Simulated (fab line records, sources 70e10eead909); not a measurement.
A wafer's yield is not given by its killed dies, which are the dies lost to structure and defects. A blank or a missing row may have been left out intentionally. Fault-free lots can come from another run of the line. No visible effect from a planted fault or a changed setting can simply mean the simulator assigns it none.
Which tool was responsible? ; flow nand-harc ; Sampling: 12 lots, 36 wafers, 6 of 1302 route steps

== WHAT THE GAUGES SHOWED, per wafer ==
NHARC_A_ONON_D1_THK_MEAS_11: measures by ellipsometry. Usual: thk-nm 998 nm, standard deviation 9.7.
lot;measured;on;thk-nm (nm);flag
L206;day 7 14:43;film-metro-02;976 976 977;
L208;day 8 14:14;film-metro-02;990 989 989;
L209;day 9 02:35;film-metro-01;987 989 986;
L211;day 10 01:18;film-metro-02;994 995 995;
L214;day 11 00:01;film-metro-01;1013 1013 1013;
L217;day 12 06:40;film-metro-01;692 998 996;OFF
L218;day 12 17:30;film-metro-01;688 991 991;OFF
L224;day 15 10:30;film-metro-02;1003 1005 1004;
L225;day 15 19:52;film-metro-02;997 998 998;
L226;day 16 02:19;film-metro-02;998 997 996;
L227;day 16 13:38;film-metro-02;1011 1010 1010;
L229;day 17 10:19;film-metro-02;1011 1009 1009;

NHARC_END_SORT_01. Usual: killed-at-array 56, standard deviation 20; killed-at-other 0.9, standard deviation 1.1; killed-at-periphery 3.7, standard deviation 3; killed-dies 61, standard deviation 21; killed-open 2.9, standard deviation 1.6; killed-short 2.6, standard deviation 1.4.
lot;measured;on;killed-at-array;killed-at-other;killed-at-periphery;killed-dies;killed-open;killed-short;flag
L217;day 28 21:36;prober-01;665 65 92;1 2 1;11 13 8;677 80 101;3 3 3;2 5 2;OFF
L218;day 29 06:41;prober-02;674 37 49;1 1 1;2 2 2;677 40 52;2 3 4;1 2 3;OFF

== WHAT TOOL EACH LOT RAN ON (gives the tool, then ch and the chambers of the sampled wafers, and finally the start) ==
lot;NHARC_P_BONDPAD_DEGAS_25;NHARC_P_BONDPAD_PRE_CLEAN_26;NHARC_A_ONON_D1_DEP_09;NHARC_A_ONON_D1_DEP_33
L206;pvd-sputter-03, day 6 11:09;pvd-sputter-03, day 7 14:12 or earlier;pecvd-onon-02 ch 0, day 7 14:12;pecvd-01 ch 2, day 8 01:29
L208;pvd-sputter-02, day 7 11:05;pvd-sputter-02, day 8 13:44 or earlier;pecvd-onon-04 ch 0, day 8 13:44;pecvd-04 ch 0,1,2, day 9 01:06
L209;pvd-sputter-03, day 7 23:31;pvd-sputter-03, day 9 02:07 or earlier;pecvd-onon-04 ch 0, day 9 02:07;pecvd-03 ch 0,2, day 9 13:17
L211;pvd-sputter-01, day 8 22:08;pvd-sputter-01, day 10 00:47 or earlier;pecvd-onon-01 ch 0, day 10 00:47;pecvd-03 ch 0,1,2, day 10 13:01
L214;pvd-sputter-03, day 9 19:37;pvd-sputter-03, day 10 23:34 or earlier;pecvd-onon-04 ch 0, day 10 23:34;pecvd-03 ch 0,1, day 11 13:50
L217;pvd-sputter-02, day 11 03:50;pvd-sputter-02, day 12 06:10 or earlier;pecvd-onon-04 ch 0, day 12 06:10;pecvd-01 ch 0,1, day 12 17:23
L218;pvd-sputter-02, day 11 12:32;pvd-sputter-02, day 12 16:59 or earlier;pecvd-onon-04 ch 0, day 12 16:59;pecvd-03 ch 0,2, day 13 08:24
L224;pvd-sputter-02, day 14 07:00;pvd-sputter-02, day 15 09:59 or earlier;pecvd-onon-04 ch 0, day 15 09:59;pecvd-03 ch 0,1, day 15 22:54
L225;pvd-sputter-01, day 14 17:21;pvd-sputter-01, day 15 19:29 or earlier;pecvd-onon-02 ch 0, day 15 19:29;pecvd-04 ch 0,1,2, day 16 08:20
L226;pvd-sputter-01, day 14 22:58;pvd-sputter-01, day 16 01:48 or earlier;pecvd-onon-04 ch 0, day 16 01:48;pecvd-01 ch 0,2, day 16 15:52
L227;pvd-sputter-01, day 15 10:42;pvd-sputter-01, day 16 13:07 or earlier;pecvd-onon-04 ch 0, day 16 13:07;pecvd-01 ch 0,1,2, day 17 00:32
L229;pvd-sputter-02, day 16 06:25;pvd-sputter-02, day 17 09:48 or earlier;pecvd-onon-01 ch 0, day 17 09:48;pecvd-04 ch 0,2, day 17 21:23
- NHARC_P_BONDPAD_DEGAS_25: time 60 s.
- NHARC_P_BONDPAD_PRE_CLEAN_26: time 30 s.
- NHARC_A_ONON_D1_DEP_09: target thk 1000 nm.
- NHARC_A_ONON_D1_DEP_33: deposits SiO2, target thk 200 nm.

== WHAT THE TOOLS THEMSELVES READ (means of the sampled wafers that have a number; where no wafer has one, the mark that the record gives instead) ==
NHARC_P_BONDPAD_DEGAS_25. Usual: heater-power-w 448 W, standard deviation 27; susceptor-temp-C 299.98 C, standard deviation 0.2.
lot;tool;heater-power-w (W);susceptor-temp-C (C);flag
L206;pvd-sputter-03;463;300.01;
L208;pvd-sputter-02;444;-;OFF
L209;pvd-sputter-03;461;300.09;
L211;pvd-sputter-01;439;300.11;
L214;pvd-sputter-03;455;-;OFF
L217;pvd-sputter-02;454;300.15;
L218;pvd-sputter-02;464;299.92;
L224;pvd-sputter-02;458;299.86;
L225;pvd-sputter-01;448;299.93;
L226;pvd-sputter-01;439;299.77;
L227;pvd-sputter-01;445;299.91;
L229;pvd-sputter-02;433;300.01;

NHARC_P_BONDPAD_PRE_CLEAN_26. Usual: heater-power-w 391 W, standard deviation 22; susceptor-temp-C 280.03 C, standard deviation 0.18.
lot;tool;heater-power-w (W);susceptor-temp-C (C);flag
L206;pvd-sputter-03;401;279.98;
L208;pvd-sputter-02;404;280.23;
L209;pvd-sputter-03;408;280.01;
L211;pvd-sputter-01;394;280.04;
L214;pvd-sputter-03;387;280.05;
L217;pvd-sputter-02;386;279.91;
L218;pvd-sputter-02;384;280.13;
L224;pvd-sputter-02;403;279.83;
L225;pvd-sputter-01;403;280.03;
L226;pvd-sputter-01;377;-;OFF
L227;pvd-sputter-01;381;280.14;
L229;pvd-sputter-02;381;280.00;

NHARC_A_ONON_D1_DEP_09. Usual: susceptor-temp-C 400.01 C, standard deviation 0.25.
lot;tool;susceptor-temp-C (C);flag
L206;pecvd-onon-02;400.22;
L208;pecvd-onon-04;400.07;
L209;pecvd-onon-04;399.99;
L211;pecvd-onon-01;399.90;
L214;pecvd-onon-04;400.31;
L217;pecvd-onon-04;400.08;
L218;pecvd-onon-04;399.83;
L224;pecvd-onon-04;399.90;
L225;pecvd-onon-02;400.44;
L226;pecvd-onon-04;400.04;
L227;pecvd-onon-04;399.88;
L229;pecvd-onon-01;399.94;

NHARC_A_ONON_D1_DEP_33. Usual: heater-power-w 549 W, standard deviation 91; susceptor-temp-C 399.99 C, standard deviation 0.22; throttle-valve-pct 16.2 %, standard deviation 0.5.
lot;tool;heater-power-w (W);susceptor-temp-C (C);throttle-valve-pct (%);flag
L206;pecvd-01;587;399.89;15.8;
L208;pecvd-04;411;400.18;15.9;
L209;pecvd-03;674;399.82;16.0;
L211;pecvd-03;572;399.74;15.9;
L214;pecvd-03;647;399.82;16.4;
L217;pecvd-01;592;400.17;16.8;
L218;pecvd-03;614;399.78;16.0;
L224;pecvd-03;618;399.76;16.5;
L225;pecvd-04;470;399.98;15.9;
L226;pecvd-01;618;400.04;16.2;
L227;pecvd-01;562;400.10;16.4;
L229;pecvd-04;505;399.65;16.1;

== THE ANSWER, worked out from the rows above alone ==
Rule: lot off if the mean of its wafers having a number is beyond 3 standard deviations from the usual mean. Also off: a lot with no number at a reading for which 4 or more lots have one. Any other lot the step has rows for is counted as sound. Order of review: gauges by route order, followed by the tools' own readings, for which a lot's mean as printed above is used. At the first step where some lot is off, the reading lying furthest off is the one used; lots without a number count as furthest.
Off at NHARC_A_ONON_D1_THK_MEAS_11 (thk-nm): L217, L218.
A tool fits if, at a process step before that reading, it ran every lot that is off, and no sound lot after the first of them. Not tried: the gauges at NHARC_A_ONON_D1_THK_MEAS_11; whatever is off there is also off at NHARC_END_SORT_01, on other tools, and gauge error can't account for it. NHARC_P_BONDPAD_PRE_CLEAN_26: start missing for some lots; hours and lot order therefore follow NHARC_A_ONON_D1_DEP_09. Not one of the candidates tried fits.

== WHAT WAS PUT IN BY THE SIMULATOR ==
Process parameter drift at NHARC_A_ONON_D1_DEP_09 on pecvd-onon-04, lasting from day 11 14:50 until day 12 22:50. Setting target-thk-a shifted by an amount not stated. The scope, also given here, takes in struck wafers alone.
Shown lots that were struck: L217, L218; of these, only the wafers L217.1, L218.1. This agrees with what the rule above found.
